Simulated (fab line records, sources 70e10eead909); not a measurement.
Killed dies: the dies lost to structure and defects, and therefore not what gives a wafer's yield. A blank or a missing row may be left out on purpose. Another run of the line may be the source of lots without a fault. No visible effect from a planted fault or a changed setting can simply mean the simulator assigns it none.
fab line records	flow nandHarc
record: lots: 6	wafers: 18	lastDay: 24
route steps=1159 shown A_M1@1045 A_BONDPAD@1059 END@1159
lots untouched by any fault: they come from a run of this same line in which no faults occurred
startH: start of the lot's first displayed wafer, in hours after the record's first day	waitH: hours since the lot's step before	" the same as in the row above	L1.1+2: a single row standing in for several wafers	- either no value or no given start	* or withheld: withheld	< > ~ a bound
route shown NAME@n: a module of which the file shows steps, and the number in the route of the first	usual: mean and standard deviation over wafers with no fault	same: alike in all rows	chamber/n: place in a boat	sites: readings site by site	_std_site: the standard deviation of these	_edge_site: mean of outer sites minus mean of inner sites	radiusMm: how far each site lies from the wafer's centre	mask NAME#n: copy n	behind: the most recent tool/chamber to have shaped the wafer	hold: reason for holding the lot/hours on hold/outcome of the hold	device: names the non-switching transistor (n, p or np)	end of line: the tests these same wafers got at the end of their route	for a step that has no rows: nothing shown but its recipe	killed: the dies lost at the first sort to structure and to defects; this is not the yield of the wafer	map: a wafer's dies, x killed, . not, _ none there
set.NAME: the setting as run; set.NAME@STEP: as run at that earlier step	model.NAME: the simulator's own value behind a step, which no gauge read
certain route steps with their lots: each step a table, each wafer a row
services: when a tool's chamber went out of use (startH, in hours from the record's first day, below 0 if earlier), for how many hours, and the reason
== steps ==
step: NHARC_A_M1_STRIP_19
recipe: timeS: 600	tempC: 30	chemistry: postEtchResidueRemover
step: NHARC_A_M1_DEGAS_29
recipe: tempC: 250	timeS: 60
step: NHARC_A_M1_PRE_CLEAN_30
recipe: timeS: 30	tempC: 280	gas: H2/He
step: NHARC_A_M1_PVD_20
recipe: targetThkA: 50	biasV: 168.6	powerW: 15000	chamberPressurePa: 0.12	timeS: 8.06	substrateTempC: 50	material: TaN
step: NHARC_A_M1_PVD_21
recipe: targetThkA: 300	chamberPressurePa: 5	powerW: 5000	substrateTempC: 30	timeS: 20.49	material: Cu
usual: throttleValvePct: 30.4/1.1
lot.wafer	tool	chamber	startH	waitH	throttleValvePct
L271.3	pvdSputter-02	-	-	-	31.4
L271.1	"	-	"	"	29.7
L271.2	"	-	"	"	31.7
L277.3	pvdSputter-01	-	-	-	31.0
L277.2	"	-	"	"	29.5
L277.5	"	-	"	"	29.1
L282.2	pvdSputter-02	-	-	-	30.7
L282.3	"	-	"	"	31.3
L282.5	"	-	"	"	31.2
L283.4	pvdSputter-02	-	-	-	30.7
L283.1	"	-	"	"	31.7
L283.5	"	-	"	"	31.6
L289.3	pvdSputter-02	-	-	-	31.6
L289.4	"	-	"	"	29.6
L289.6	"	-	"	"	30.6
L290.4	pvdSputter-01	-	-	-	29.3
L290.2	"	-	"	"	30.6
L290.5	"	-	"	"	29.5
step: NHARC_A_M1_ECD_22
recipe: targetThkA: 4000	bathTempC: 25	material: Cu
step: NHARC_A_M1_ANNEAL_31
recipe: tempC: 225	timeS: 90
step: NHARC_A_M1_CMP_23
recipe: tOverpolishS: 20	targetThkNm: 154.34
step: NHARC_A_M1_THK_MEAS_24
recipe: thkMeasGauge: xrf
usual: thkNm: 154.7/1.5
lot.wafer	tool	chamber	startH	waitH	thkNm
L271.1	filmMetro-01	-	411.81	-	154.2
L271.2	"	-	"	"	154.7
L271.3	"	-	"	"	155.2
L277.2	filmMetro-02	-	442.15	-	155.0
L277.3	"	-	"	"	156.3
L277.5	"	-	"	"	154.7
L282.2	filmMetro-02	-	479.70	-	156.7
L282.3	"	-	"	"	156.2
L282.5	"	-	"	"	156.9
L283.1	filmMetro-02	-	502.28	-	155.4
L283.4	"	-	"	"	155.0
L283.5	"	-	"	"	156.1
L289.3	filmMetro-02	-	529.69	-	154.0
L289.4	"	-	"	"	154.5
L289.6	"	-	"	"	153.7
L290.2	filmMetro-01	-	530.20	-	153.7
L290.4	"	-	"	"	155.7
L290.5	"	-	"	"	158.7
step: NHARC_A_M1_SRD_25
step: NHARC_A_M1_INSPECT_27
usual: rawDefectCount: 482/140
lot.wafer	tool	chamber	startH	waitH	rawDefectCount
L271.1	defectInspect-02	-	411.96	0.0	688
L271.2	"	-	"	"	773
L271.3	"	-	"	"	512
L277.2	defectInspect-01	-	442.31	0.0	674
L277.3	"	-	"	"	823
L277.5	"	-	"	"	847
L282.2	defectInspect-02	-	479.87	0.0	427
L282.3	"	-	"	"	463
L282.5	"	-	"	"	618
L283.1	defectInspect-01	-	502.43	0.0	664
L283.4	"	-	"	"	598
L283.5	"	-	"	"	521
L289.3	defectInspect-02	-	529.84	0.0	539
L289.4	"	-	"	"	370
L289.6	"	-	"	"	356
L290.2	defectInspect-01	-	530.36	0.0	444
L290.4	"	-	"	"	434
L290.5	"	-	"	"	549
step: NHARC_A_M1_PRE_CLEAN_32
recipe: timeS: 12	tempC: 370	rfPowerW: 300	gas: NH3
usual: heaterPowerW: 631/66	rfFwdPowerW: 292.5/0.88
lot.wafer	tool	chamber	startH	waitH	heaterPowerW	rfFwdPowerW
L271.2	pecvd-04	0	412.52	0.6	748	292.5
L271.3	"	1	"	"	591	291.9
L271.1	"	2	"	"	635	293.0
L277.3	pecvd-01	2	442.39	0.1	586	291.9
L277.2	"	0	"	"	581	293.0
L277.5	"	1	"	"	625	291.8
L282.3	pecvd-04	2	480.07	0.2	561	292.4
L282.2	"	0	"	"	810	293.5
L282.5	"	1	"	"	697	292.4
L283.1	pecvd-04	0	502.53	0.1	731	291.6
L283.4	"	2	"	"	573	294.2
L283.5	"	0	"	"	727	293.9
L289.3	pecvd-03	0	529.92	0.1	540	291.9
L289.4	"	2	"	"	679	292.6
L289.6	"	1	"	"	696	292.8
L290.2	pecvd-01	1	530.45	0.1	652	292.6
L290.5	"	2	"	"	569	290.9
L290.4	"	0	"	"	560	293.2
step: NHARC_A_M1_DEP_33
recipe: targetThkA: 300	tempC: 370	targetThkNm: 30	pressureTorr: 3	flowSccm: 200	rfW: 450	material: SiCN
step: NHARC_A_BONDPAD_DEP_00
recipe: targetThkA: 2500	tempC: 370	targetThkNm: 250	pressureTorr: 3	flowSccm: 200	rfW: 450	material: SiCN
step: NHARC_A_BONDPAD_CMP_29
recipe: targetThkNm: 200	material: SiCN
step: NHARC_A_BONDPAD_THK_MEAS_30
recipe: thkMeasGauge: ellipsometry
usual: thkNm: 200.0/1.8
lot.wafer	tool	chamber	startH	waitH	thkNm
L271.1	filmMetro-02	-	413.81	0.2	198.5
L271.2	"	-	"	"	198.1
L271.3	"	-	"	"	202.1
L277.2	filmMetro-02	-	443.82	0.2	202.6
L277.3	"	-	"	"	197.7
L277.5	"	-	"	"	199.7
L282.2	filmMetro-02	-	481.35	0.2	203.3
L282.3	"	-	"	"	201.0
L282.5	"	-	"	"	204.7
L283.1	filmMetro-02	-	503.80	0.2	201.3
L283.4	"	-	"	"	201.4
L283.5	"	-	"	"	201.4
L289.3	filmMetro-02	-	531.20	0.2	198.9
L289.4	"	-	"	"	201.8
L289.6	"	-	"	"	201.0
L290.2	filmMetro-02	-	531.72	0.2	199.1
L290.4	"	-	"	"	198.9
L290.5	"	-	"	"	200.4
step: NHARC_A_BONDPAD_SRD_31
step: NHARC_A_BONDPAD_DEHYDRATE_01
recipe: tempC: 150	timeS: 120
step: NHARC_A_BONDPAD_HMDS_02
recipe: timeS: 30
step: NHARC_A_BONDPAD_COAT_33
recipe: tempC: 200	timeS: 65
step: NHARC_A_BONDPAD_COAT_03
recipe: spinRpm: 2000	resistThkNm: 600
step: NHARC_A_BONDPAD_SOFTBAKE_04
recipe: tempC: 125	timeS: 70
step: NHARC_A_BONDPAD_EBR_05
step: NHARC_A_BONDPAD_EXPOSE_06
recipe: na: 0.55	doseMj: 36.99	maskId: A_BPAD
step: NHARC_A_BONDPAD_PEB_07
recipe: pebTempC: 128	pebTimeS: 80
step: NHARC_A_BONDPAD_DEVELOP_08
recipe: timeS: 50	devTempC: 22
step: NHARC_A_BONDPAD_CD_MEAS_09
recipe: targetCdNm: 500	landingEnergyEv: 500
usual: cdNm: 500.3/2.6
lot.wafer	tool	chamber	startH	waitH	cdNm
L271.1	cdSem-03	0	414.38	-	497.7
L271.2	"	0	"	"	498.1
L271.3	"	0	"	"	495.5
L277.2	cdSem-02	0	444.27	-	498.5
L277.3	"	0	"	"	500.9
L277.5	"	0	"	"	499.6
L282.2	cdSem-01	0	481.93	-	500.4
L282.3	"	0	"	"	499.5
L282.5	"	0	"	"	502.1
L283.1	cdSem-03	0	504.37	-	500.5
L283.4	"	0	"	"	499.5
L283.5	"	0	"	"	496.5
L289.3	cdSem-01	0	531.77	-	499.3
L289.4	"	0	"	"	501.0
L289.6	"	0	"	"	498.7
L290.2	cdSem-01	0	532.29	-	504.6
L290.4	"	0	"	"	502.5
L290.5	"	0	"	"	501.4
step: NHARC_A_BONDPAD_OVL_MEAS_35
usual: overlayXNm: 0/5.8	overlayYNm: 0/6.2
lot.wafer	tool	chamber	startH	waitH	overlayXNm	overlayYNm
L271.1	overlay-02	-	414.46	-	2	-7
L271.2	"	-	"	"	3	-8
L271.3	"	-	"	"	2	-7
L277.2	overlay-01	-	444.35	-	4	-13
L277.3	"	-	"	"	4	-13
L277.5	"	-	"	"	4	-13
L282.2	overlay-02	-	482.01	-	-7	-9
L282.3	"	-	"	"	-6	-9
L282.5	"	-	"	"	-7	-9
L283.1	overlay-01	-	504.46	-	-7	-2
L283.4	"	-	"	"	-7	-2
L283.5	"	-	"	"	-7	-2
L289.3	overlay-02	-	531.85	-	0	8
L289.4	"	-	"	"	-1	8
L289.6	"	-	"	"	0	7
L290.2	overlay-01	-	532.37	-	0	13
L290.4	"	-	"	"	-1	12
L290.5	"	-	"	"	-1	12
step: NHARC_A_BONDPAD_HARDBAKE_10
recipe: tempC: 118	timeS: 65
step: NHARC_A_BONDPAD_DESCUM_11
recipe: timeS: 3	o2FlowSccm: 200	arFlowSccm: 0	biasPowerW: 0	chemistry: O2
step: NHARC_A_BONDPAD_ETCH_34
recipe: targetDepthA: 600	overetchA: 180	timeS: 65.91	ionEnergyEv: 200	n2FlowSccm: 150	h2FlowSccm: 150	arFlowSccm: 0	rfW: 400	biasW: 150	chemistry: N2/H2
usual: drypumpMotorCurrentA: 5.6/0.4	oesProductAu: 1.007/0.016	rfFwdPowerW: 396.4/1.2	rfVppV: 428.9/2.2	showerheadPlenumPTorr: 1.98/0.073	throttleValvePct: 14.172/0.0087
lot.wafer	tool	chamber	startH	waitH	drypumpMotorCurrentA	oesProductAu	rfFwdPowerW	rfHoursCounterH	rfVppV	showerheadPlenumPTorr	throttleValvePct
L271.2	rieDiel-09	2	414.68	0.1	5.5	1.024	397.1	6	425.8	1.91	14.181
L271.1	"	0	"	"	5.3	0.979	396.6	6	427.9	1.96	14.163
L271.3	"	1	"	"	6.4	1.036	394.9	6	426.8	1.89	14.183
L277.3	rieDiel-04	2	444.62	0.1	5.8	1.017	393.6	23	432.1	2.09	14.176
L277.2	"	3	"	"	5.4	1.021	396.7	24	433.9	2.14	14.175
L277.5	"	1	"	"	5.1	0.981	394.9	-	430.6	2.02	14.162
L282.2	rieDiel-04	3	482.23	0.1	5.4	0.993	394.8	2	433.3	2.14	14.165
L282.3	"	1	"	"	5.0	0.998	397.5	1	430.8	2.02	14.167
L282.5	"	2	"	"	5.8	1.013	396.3	-	432.5	2.09	14.184
L283.4	rieDiel-09	0	504.68	0.1	5.3	0.986	397.4	2	427.1	1.96	14.161
L283.1	"	1	"	"	6.4	1.021	395.4	2	425.9	1.89	14.173
L283.5	"	2	"	"	5.5	1.004	395.5	-	425.4	1.91	14.144
L289.4	rieDiel-09	0	532.06	0.1	5.3	0.985	397.7	3	428.9	1.96	14.169
L289.3	"	2	"	"	5.5	1.009	395.2	4	427.3	1.91	14.164
L289.6	"	1	"	"	6.4	1.021	397.6	-	426.3	1.89	14.176
L290.4	rieDiel-09	3	532.59	0.1	5.8	1.001	395.5	4	429.1	1.98	14.176
L290.2	"	1	"	"	6.4	1.020	396.9	4	427.5	1.89	14.156
L290.5	"	0	"	"	5.3	0.994	398.0	-	429.5	1.96	14.178
step: NHARC_A_BONDPAD_ETCH_12
recipe: targetDepthA: 2200	timeS: 110	chf3FlowSccm: 50	o2FlowSccm: 10	arFlowSccm: 200	rfW: 500	biasW: 200	chemistry: CHF3/O2
usual: drypumpMotorCurrentA: 5.7/0.43	oesProductAu: 0.956/0.028	rfFwdPowerW: 497.0/1.4	rfVppV: 368.9/2	showerheadPlenumPTorr: 2.33/0.08	throttleValvePct: 20.572/0.0096
lot.wafer	tool	chamber	startH	waitH	drypumpMotorCurrentA	oesProductAu	rfFwdPowerW	rfHoursCounterH	rfVppV	showerheadPlenumPTorr	throttleValvePct
L271.3	rieDiel-09	0	-	-	5.3	0.893	497.9	6	367.8	2.32	20.580
L271.2	"	2	"	"	5.5	0.955	495.5	6	367.1	2.26	20.561
L271.1	"	3	"	"	5.8	0.936	497.9	5	370.4	2.34	20.576
L277.2	rieDiel-04	0	-	-	6.0	0.970	496.5	23	368.2	2.37	20.581
L277.3	"	1	"	"	5.1	0.948	496.5	24	369.6	2.38	20.573
L277.5	"	0	"	"	6.0	0.963	496.7	-	369.3	2.37	20.571
L282.2	rieDiel-04	2	-	-	5.8	1.001	498.4	1	372.6	2.46	20.568
L282.3	"	0	"	"	6.0	0.967	500.9	1	369.6	2.36	20.580
L282.5	"	2	"	"	5.8	1.000	498.0	-	373.6	2.46	20.566
L283.4	rieDiel-09	0	-	-	5.3	0.972	497.8	2	368.1	2.31	20.595
L283.1	"	1	"	"	6.4	0.980	496.1	2	366.8	2.24	20.570
L283.5	"	0	"	"	5.3	0.985	496.6	-	368.0	2.31	20.579
L289.3	rieDiel-09	2	-	-	5.5	0.966	498.5	4	366.5	2.26	20.564
L289.4	"	1	"	"	6.4	0.978	494.5	4	364.9	2.24	20.564
L289.6	"	2	"	"	5.5	0.970	495.2	-	367.8	2.26	20.561
L290.4	rieDiel-09	1	-	-	6.3	0.947	496.5	4	366.8	2.24	20.570
L290.2	"	2	"	"	5.5	0.940	497.2	4	367.8	2.26	20.571
L290.5	"	2	"	"	5.5	0.932	495.1	-	367.7	2.26	20.573
step: NHARC_A_BONDPAD_CD_MEAS_13
usual: cdNm: 500.0/2.8
lot.wafer	tool	chamber	startH	waitH	cdNm
L271.1	cdSem-03	-	414.91	-	497.8
L271.2	"	-	"	"	497.8
L271.3	"	-	"	"	493.6
L277.2	cdSem-02	-	444.84	-	498.3
L277.3	"	-	"	"	499.8
L277.5	"	-	"	"	500.9
L282.2	cdSem-02	-	482.46	-	500.3
L282.3	"	-	"	"	500.4
L282.5	"	-	"	"	500.3
L283.1	cdSem-01	-	504.91	-	501.3
L283.4	"	-	"	"	498.8
L283.5	"	-	"	"	497.0
L289.3	cdSem-03	-	532.30	-	499.5
L289.4	"	-	"	"	500.7
L289.6	"	-	"	"	499.8
L290.2	cdSem-02	-	532.82	-	506.1
L290.4	"	-	"	"	501.4
L290.5	"	-	"	"	500.2
step: NHARC_A_BONDPAD_STRIP_15
recipe: o2FlowSccm: 500	arFlowSccm: 0	biasW: 0	chemistry: O2
step: NHARC_A_BONDPAD_ETCH_24
recipe: targetDepthA: 300	overEtchFrac: 0.3	timeS: 72.99	ionEnergyEv: 150	cf4FlowSccm: 50	n2FlowSccm: 100	arFlowSccm: 150	rfW: 300	biasW: 100	chemistry: CF4/N2
step: NHARC_A_BONDPAD_STRIP_16
recipe: timeS: 600	tempC: 30	chemistry: postEtchResidueRemover
step: NHARC_A_BONDPAD_DEGAS_25
recipe: tempC: 300	timeS: 60
usual: heaterPowerW: 473/34
lot.wafer	tool	chamber	startH	waitH	heaterPowerW
L271.3	pvdSputter-01	-	415.55	-	468
L271.1	"	-	"	"	458
L271.2	"	-	"	"	431
L277.2	pvdSputter-03	-	445.47	-	492
L277.3	"	-	"	"	540
L277.5	"	-	"	"	517
L282.2	pvdSputter-03	-	483.08	-	532
L282.3	"	-	"	"	503
L282.5	"	-	"	"	550
L283.1	pvdSputter-02	-	505.53	-	426
L283.4	"	-	"	"	460
L283.5	"	-	"	"	421
L289.3	pvdSputter-02	-	532.95	-	449
L289.4	"	-	"	"	478
L289.6	"	-	"	"	469
L290.2	pvdSputter-03	-	533.46	-	505
L290.4	"	-	"	"	503
L290.5	"	-	"	"	524
step: NHARC_A_BONDPAD_PRE_CLEAN_26
recipe: timeS: 30	tempC: 280	gas: H2/He
usual: heaterPowerW: 416/30
lot.wafer	tool	chamber	startH	waitH	heaterPowerW
L271.2	pvdSputter-01	-	-	-	419
L271.1	"	-	"	"	402
L271.3	"	-	"	"	366
L277.2	pvdSputter-03	-	-	-	450
L277.3	"	-	"	"	441
L277.5	"	-	"	"	480
L282.2	pvdSputter-03	-	-	-	451
L282.3	"	-	"	"	454
L282.5	"	-	"	"	444
L283.4	pvdSputter-02	-	-	-	414
L283.1	"	-	"	"	404
L283.5	"	-	"	"	388
L289.4	pvdSputter-02	-	-	-	382
L289.3	"	-	"	"	410
L289.6	"	-	"	"	421
L290.2	pvdSputter-03	-	-	-	438
L290.4	"	-	"	"	448
L290.5	"	-	"	"	446
step: NHARC_A_BONDPAD_PVD_17
recipe: targetThkA: 50	biasV: 168.6	powerW: 15000	chamberPressurePa: 0.12	timeS: 8.06	substrateTempC: 50	material: TaN
step: NHARC_A_BONDPAD_PVD_27
recipe: targetThkA: 300	chamberPressurePa: 5	powerW: 5000	substrateTempC: 30	timeS: 20.49	material: Cu
step: NHARC_A_BONDPAD_ECD_18
recipe: targetThkA: 4000	bathTempC: 25	material: Cu
step: NHARC_END_SORT_01
recipe: tempC: 25
usual: defectLimitedYield: 95.3/1.5	killedAtArray: 28/10	killedAtOther: 0.6/1.1	killedAtPeriphery: 3.6/2.6	killedDies: 32/10	killedOpen: 3.3/1.8	killedShort: 1.9/1.4	sort_bin_2_pct: 1.5/0.61	sort_bin_3_pct: 0.27/0.2	sort_bin_4_pct: 3.0/1	sortNPass: 645/10	sortRimYieldPct: 97.3/1.9	sortYieldPct: 95.3/1.5
same: grossDies: 677	sort_bin_5_pct[%]: 0	sort_bin_6_pct[%]: 0	sort_bin_7_pct[%]: 0	sort_bin_8_pct[%]: 0	sortRimNGross: 106.00
lot.wafer	tool	chamber	startH	waitH	defectLimitedYield[%]	killedAtArray	killedAtOther	killedAtPeriphery	killedDies	killedOpen	killedShort	sort_bin_2_pct[%]	sort_bin_3_pct[%]	sort_bin_4_pct[%]	sortNPass	sortRimYieldPct[%]	sortYieldPct[%]
L277.2	prober-02	0	478.31	2.8	95.3	25	2	5	32	2	0	0.9	0	3.8	645	98.1	95.3
L277.3	prober-02	0	479.10	3.1	93.8	35	5	2	42	5	3	1.5	0.59	4.1	635	96.2	93.8
L277.5	prober-02	0	480.67	3.6	94.7	34	0	2	36	3	2	1.8	0.30	3.2	641	96.2	94.7
L282.2	prober-01	0	514.56	2.8	91.6	53	1	3	57	2	2	3.0	0.74	4.7	620	87.7	91.6
L282.3	prober-01	0	515.36	3.1	83.2	111	1	2	114	6	3	7.2	2.07	7.5	563	94.3	83.2
L282.5	prober-01	0	516.95	3.7	85.7	94	0	3	97	2	2	5.8	2.36	6.2	580	100.0	85.7
L283.1	prober-02	0	534.38	2.5	89.7	66	1	3	70	3	3	4.6	1.03	4.7	607	84.0	89.7
L283.4	prober-02	0	536.77	3.4	82.6	116	0	2	118	2	1	7.2	1.62	8.6	559	98.1	82.6
L283.5	prober-02	0	537.57	3.7	87.1	84	1	2	87	0	1	5.2	1.33	6.4	590	85.8	87.1
killed by level:class
L277.2 A_SLIT:chamberFilmFlake=11 A_STAIRCASE:chamberFilmFlake=7 P_GATE:chamberFilmFlake=3 A_CHANNEL_HOLE_D1:chamberFilmFlake=3 A_WL_FILL:chamberFilmFlake=2 THIN_TSV:chamberFilmFlake=2 P_M2:geometricParticle:open=1 A_ONON_D1:geometricParticle:open=1
L277.3 A_SLIT:chamberFilmFlake=19 A_STAIRCASE:chamberFilmFlake=7 THIN_TSV:chamberFilmFlake=3 A_WL_FILL:geometricParticle:open=2 STARTING-WAFER:geometricParticle:short=2 A_WL_FILL:chamberFilmFlake=2 A_CONTACT:chamberFilmFlake=2 P_GATE:geometricParticle:open=1
L277.5 A_SLIT:chamberFilmFlake=15 A_STAIRCASE:chamberFilmFlake=4 A_CONTACT:chamberFilmFlake=4 A_CHANNEL_HOLE_D1:chamberFilmFlake=3 A_CONTACT:geometricParticle:short=2 A_BONDPAD:chamberFilmFlake=2 A_ONON_D1:geometricParticle:open=1 A_CHANNEL_FILL_D1:geometricParticle:open=1
L282.2 A_M1:unspecified=32 A_SLIT:chamberFilmFlake=10 A_CHANNEL_HOLE_D1:chamberFilmFlake=4 A_CONTACT:chamberFilmFlake=3 A_STAIRCASE:chamberFilmFlake=2 P_GATE:geometricParticle:open=1 P_M0:geometricParticle:open=1 A_CHANNEL_HOLE_D1:geometricParticle:short=1
L282.3 A_M1:unspecified=74 A_SLIT:chamberFilmFlake=18 A_CHANNEL_HOLE_D1:chamberFilmFlake=6 A_STAIRCASE:chamberFilmFlake=3 A_CONTACT:geometricParticle:open=2 A_WL_FILL:chamberFilmFlake=2 P_CONTACT:geometricParticle:open=1 P_CONTACT:geometricParticle:short=1
L282.5 A_M1:unspecified=77 A_SLIT:chamberFilmFlake=11 A_STAIRCASE:chamberFilmFlake=2 P_GATE:geometricParticle:short=1 P_CONTACT:geometricParticle:open=1 A_ONON_D1:geometricParticle:short=1 A_CHANNEL_FILL_D1:geometricParticle:open=1 P_ZERO_WELL:chamberFilmFlake=1
L283.1 A_M1:unspecified=26 A_CHANNEL_HOLE_D1:chamberFilmFlake=16 A_SLIT:chamberFilmFlake=11 A_CONTACT:chamberFilmFlake=6 P_M1:geometricParticle:short=2 P_CONTACT:geometricParticle:open=1 A_CHANNEL_FILL_D1:geometricParticle:open=1 A_CONTACT:geometricParticle:short=1
L283.4 A_M1:unspecified=71 A_CHANNEL_HOLE_D1:chamberFilmFlake=19 A_SLIT:chamberFilmFlake=13 A_CONTACT:chamberFilmFlake=9 A_STAIRCASE:chamberFilmFlake=2 P_CONTACT:geometricParticle:short=1 P_CONTACT:geometricParticle:open=1 A_BLC:geometricParticle:open=1
L283.5 A_M1:unspecified=29 A_CHANNEL_HOLE_D1:chamberFilmFlake=25 A_SLIT:chamberFilmFlake=11 A_CONTACT:chamberFilmFlake=10 A_STAIRCASE:chamberFilmFlake=5 A_WL_FILL:geometricParticle:short=1 P_GATE:chamberFilmFlake=1 P_BONDPAD:chamberFilmFlake=1
map L282.3 (x killed, . not)
____________.____________
_________......._________
_______.....x....._______
______.............______
_____..............._____
____.................____
____.................____
___...................___
___.x.................___
__xxxx..........x......__
__xxxxx................__
_.x...x..x....x........._
_xxx.x..xx.............._
_x..xx.xxx.x............_
_..x.xxxxx..x.....xx...._
_.x.xxxxxxxx......x....._
...x.xxxxxxx.....xx......
....xxxxxxxx.x...........
....xxxxxxxxx............
....xxxxxxx.x............
.....xxxxxxx.............
_...x.xxxxxx.........x.._
_......xxxxx.xx........._
_......x.xx............._
_........x.............._
_........x.............._
__.....................__
__.x...................__
___.x.................___
___...................___
____.................____
____.................____
_____..............x_____
______.............______
_______..........._______
_________......._________
____________.____________
map L283.4 (x killed, . not)
____________.____________
_________......._________
_______.........x._______
______.............______
_____..............._____
____.................____
____.................____
___...................___
___...................___
__....................x__
__.....................__
_......................._
_.......x.x............._
_......x.xx.x.........x._
_...xxxxx.xxx..........._
_.....xxxxxxx.....xxx.x._
....xxxxxxx......xx...x..
.....xxxxxxxx......xxx...
....xxxxxxxx..xx.xxxx....
....xxxxxxxxx...xxx.xx...
.....xxxxxxxx...xxx..xxx.
_......xxxx...x.xxx.xx.._
_...x...xx...x....xx..x._
_.....x.x...x.x........._
_......x.......x........_
_.....x...x............._
__.....................__
__......x..............__
___.x.................___
___...................___
____.................____
____.................____
_____..............._____
______.............______
_______..........._______
_________......._________
____________.____________
== services ==
tool	chamber	startH	hours	kind
pvdSputter-02	-	392.06	10.0	pm
pecvd-04	-	393.66	0.8	repair
rieDiel-09	0	410.10	-	clean
rieDiel-09	1	410.10	-	clean
rieDiel-09	2	410.10	-	clean
rieDiel-09	3	410.10	-	clean
pecvd-01	-	418.21	13.0	pm
rieDiel-09	3	419.53	2.0	repair
pecvd-03	0	420.83	2.2	repair
rieDiel-09	-	431.10	9.0	pm
rieDiel-09	0	431.10	9.0	ventCycle
rieDiel-09	1	431.10	9.0	ventCycle
rieDiel-09	2	431.10	9.0	ventCycle
rieDiel-09	3	431.10	9.0	ventCycle
rieDiel-09	0	440.10	-	clean
rieDiel-09	1	440.10	-	clean
rieDiel-04	0	449.74	7.2	repair
rieDiel-09	2	450.12	10.6	repair
pvdSputter-03	-	458.02	10.0	pm
rieDiel-04	-	466.09	9.0	pm
pecvd-03	-	473.12	13.0	pm
pvdSputter-01	-	514.00	10.0	pm
pecvd-04	-	529.94	0.9	repair
pvdSputter-01	-	530.50	4.3	repair
== key ==
firstSign: step: NHARC_END_SORT_01	reading: killedAtArray	direction: up	sigmas: 5.8	usual: 28	struck: 87
effect: step: NHARC_END_SORT_01	reading: defectLimitedYield	direction: down	sigmas: 5.7	usual: 95.3	struck: 86.6
moreKillsBornAt: NHARC_A_M1_PRE_CLEAN_32@pecvd-04: 309
metAt NHARC_A_M1_PRE_CLEAN_32
struckWafers L282.2,L282.3,L282.5,L283.1,L283.4,L283.5
onsetBetween 412.52 480.07
fault: kind: chamberParticleSource	tool: pecvd-04	chamber: -	onsetH: 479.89	steps: NHARC_A_M1_PRE_CLEAN_32	ratePerVisitCm2: 0.44885	endH: 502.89
